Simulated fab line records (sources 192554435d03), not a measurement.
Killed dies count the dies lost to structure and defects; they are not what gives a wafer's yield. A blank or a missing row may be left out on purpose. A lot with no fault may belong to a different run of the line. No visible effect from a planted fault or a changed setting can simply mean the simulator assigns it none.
Matching of chambers -- flow n5 finfet -- ald hk-03 running N5_MIM_TOP_ALD_00: 4 sister chambers
The step deposits Al2O3, purge time 3 s, co reactant pulse time 3 s. 16 wafers are shown with their chamber, then 8 later ones without.

## WAFERS PAIRED WITH THEIR CHAMBERS
wafer,chamber,precursor pulse height rel
L078.1,1,0.960
L078.5,3,1.008
L078.6,0,0.936
L077.1,1,0.960
L077.2,0,1.008
L077.4,3,0.982
L081.1,0,0.998
L081.3,1,1.030
L081.6,0,0.983
L083.3,3,1.013
L083.4,1,0.988
L083.6,2,1.003
L085.1,2,0.995
L085.4,3,0.985
L085.6,3,0.984
L088.1,3,0.998

SIGNATURES (averages over the wafers above)
reading,chamber 0,chamber 1,chamber 2,chamber 3,scatter within a chamber
precursor pulse height rel,0.98125,0.98450,0.99900,0.99500,0.0246
Rule: distance of a wafer from a chamber = root of the sum over the readings of ((wafer's reading minus chamber's mean) / reading's scatter) squared. If the next closest chamber is less than 2 further off than the closest, the wafer can't be placed; otherwise it belongs to the closest. The scatter is the square root of a quotient: the sum, over the shown wafers, of each reading's squared deviation from its chamber's mean, divided by wafers minus chambers.

## WAFERS WITH NO CHAMBER GIVEN
wafer,precursor pulse height rel
L088.2,0.998
L088.4,1.014
L096.1,0.985
L096.5,1.035
L096.6,0.978
L097.1,1.004
L097.2,1.032
L097.6,0.976

## WHICH CHAMBER EACH ONE RAN IN
wafer,from the rows above,in truth
L088.2,can't be placed: 2 or 3 or 1 or 0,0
L088.4,can't be placed: 2 or 3 or 1 or 0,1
L096.1,can't be placed: 1 or 0 or 3 or 2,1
L096.5,can't be placed: 2 or 3 or 1 or 0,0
L096.6,can't be placed: 0 or 1 or 3 or 2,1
L097.1,can't be placed: 2 or 3 or 1 or 0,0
L097.2,can't be placed: 2 or 3 or 1 or 0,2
L097.6,can't be placed: 0 or 1 or 3 or 2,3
Correct placement for 0 of the 8. Unplaceable from these rows: 8, with the true chamber sitting among the candidates in 8. Wrongly placed: 0.
